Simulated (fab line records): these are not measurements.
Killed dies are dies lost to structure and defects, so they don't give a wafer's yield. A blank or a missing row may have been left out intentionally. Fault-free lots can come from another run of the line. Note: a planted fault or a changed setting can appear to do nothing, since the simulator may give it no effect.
Code-filled problem report in 8D (eight disciplines) form    flow n5 finfet    the parts of the form that need people (team, actions taken, sign-off) are left out

1. THE ISSUE
etch rf on time s at N5_GATE_CUT_HM_OPEN_40 reads a mean of 212.8 s on 3 wafers of 2 lots; wafers without a fault read 94.1 s with a standard deviation of 1.6. That puts it +74 standard deviations away from the usual mean.
The step: chemistry C4F6/O2, target SiO2, target depth 139 nm, time 85.1 s.
Seen first at day 7 01:23 on rie diel-04, wafer L464.1. The record holds 21 wafers of 7 lots with a number at this step. Rule for "out", or "out of limits": more than 4 standard deviations from the usual mean. The other wafers with a number count as sound.

2. WHAT THIS IS AND IS NOT
question                     is                                 is not
which readings at this step  etch rf on time s, oes product au  drypump motor current A, rf vpp V, showerhead plenum p Torr, throttle valve pct
which lots                   L464, L468                         L461, L462, L465, L475, L476
which wafers of those lots   L464.1, L464.2, L468.1             L464.5, L468.5, L468.6
read on which tools          rie diel-04                        rie diel-03
when                         from day 7 01:23                   up to then (7 sound wafers); but 11 sound wafers of L465, L468, L475, L476 came after

3. SUSPECTS, AND WHAT RULES EACH OUT
Counting: if a tool at a process step up to the reading ran every lot that is out, it stays a suspect. Sound lots after the first of them don't rule it out here, since some wafers of a struck lot are sound.
- ald sin-01 at N5_GATE_CUT_SAC_CAP_01 (material SiNx, target thk 24 nm, pulse time 1 s, ald cycles 480): kept. Every lot that is out went through it, the first being L464 (day 6 22:01); the last sound lot it ran before that was L462 (day 6 12:04).
- rie diel-04 at N5_GATE_CUT_ETCH_37 (etches SOC in N2/H2, target depth 60 nm, overetch 12 nm, time 90 s): kept. Every lot that is out went through it, the first being L464 (day 7 01:18); the last sound lot it ran before that was L462 (day 6 15:11).
- rie diel-04 at N5_GATE_CUT_HM_OPEN_40 (chemistry C4F6/O2, target SiO2, target depth 139 nm, time 85.1 s): kept. Every lot that is out went through it, the first being L464 (day 7 01:23); the last sound lot it ran before that was L462 (day 6 15:17). Out on those wafers are its own readings of etch rf on time s, oes product au.
Left after counting: ald sin-01 at N5_GATE_CUT_SAC_CAP_01, rie diel-04 at N5_GATE_CUT_ETCH_37, rie diel-04 at N5_GATE_CUT_HM_OPEN_40.

4. THE CAUSE (what the simulator had put in)
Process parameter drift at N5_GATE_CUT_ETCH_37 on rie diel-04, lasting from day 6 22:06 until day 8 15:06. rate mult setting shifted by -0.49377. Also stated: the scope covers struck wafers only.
Of the 3 suspects that counting leaves, this tool is one.

5. THE CHAIN OF EFFECTS, in route order
Each row: a reading where the mean over the struck wafers with a number is more than 3 standard deviations away from the usual. Only readings for which the record gives a usual standard deviation are gone through. hours: the time from each lot's start at the first step in this table that gives one to its start at this step, as a median over the lots. sigmas: the change in usual standard deviations.
hours  step                     reading               usual      on struck wafers  change  sigmas
0      N5_GATE_CUT_ETCH_37      oes product au        0.71 a.u.  0.51              -0.20   -3.1
0      N5_GATE_CUT_HM_OPEN_40   etch rf on time s     94.1 s     212.8             +118.7  +74
0      N5_GATE_CUT_HM_OPEN_40   oes product au        0.71 a.u.  0.27              -0.44   -6.5
0      N5_GATE_CUT_ETCH_19      etch rf on time s     77.4 s     191.8             +114.4  +88
0      N5_GATE_CUT_ETCH_19      oes product au        0.67 a.u.  0.28              -0.39   -6.0
199    N5_PASSIVATION_PROBE_49  defect limited yield  90.9 %     0.0               -90.9   -61
199    N5_PASSIVATION_PROBE_49  killed at front end   42         1103              +1061   +88
199    N5_PASSIVATION_PROBE_49  killed dies           108        1180              +1072   +60
199    N5_PASSIVATION_PROBE_49  killed on rim         14         152               +138    +33
199    N5_PASSIVATION_PROBE_49  sort_bin_5_function   5.4 %      95.8              +90.4   +90
199    N5_PASSIVATION_PROBE_49  sort n pass           1072       0                 -1072   -60
199    N5_PASSIVATION_PROBE_49  sort yield pct        90.9 %     0.0               -90.9   -61
It contains these process steps:
- N5_GATE_CUT_ETCH_37: etches SOC in N2/H2, target depth 60 nm, overetch 12 nm, time 90 s.
- N5_GATE_CUT_HM_OPEN_40: chemistry C4F6/O2, target SiO2, target depth 139 nm, time 85.1 s.
- N5_GATE_CUT_ETCH_19: etches SiNx in CH3F/O2, target depth 53.7 nm, time 76.7 s.
- N5_PASSIVATION_PROBE_49

6. HOW IT WOULD HAVE BEEN CAUGHT EARLIER
First out-of-limits reading in this record: day 7 01:23, which is 3 hours after fault onset at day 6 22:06.
An alarm limit of 4 standard deviations would not have fired on the tool readings at N5_GATE_CUT_ETCH_37 for which the record gives a usual standard deviation, since none of them was out on any struck wafer.
L468, from the lots that are out (2), started N5_GATE_CUT_ETCH_37 on rie diel-04 later than day 7 01:23. Holding the tool at that time would have saved it.
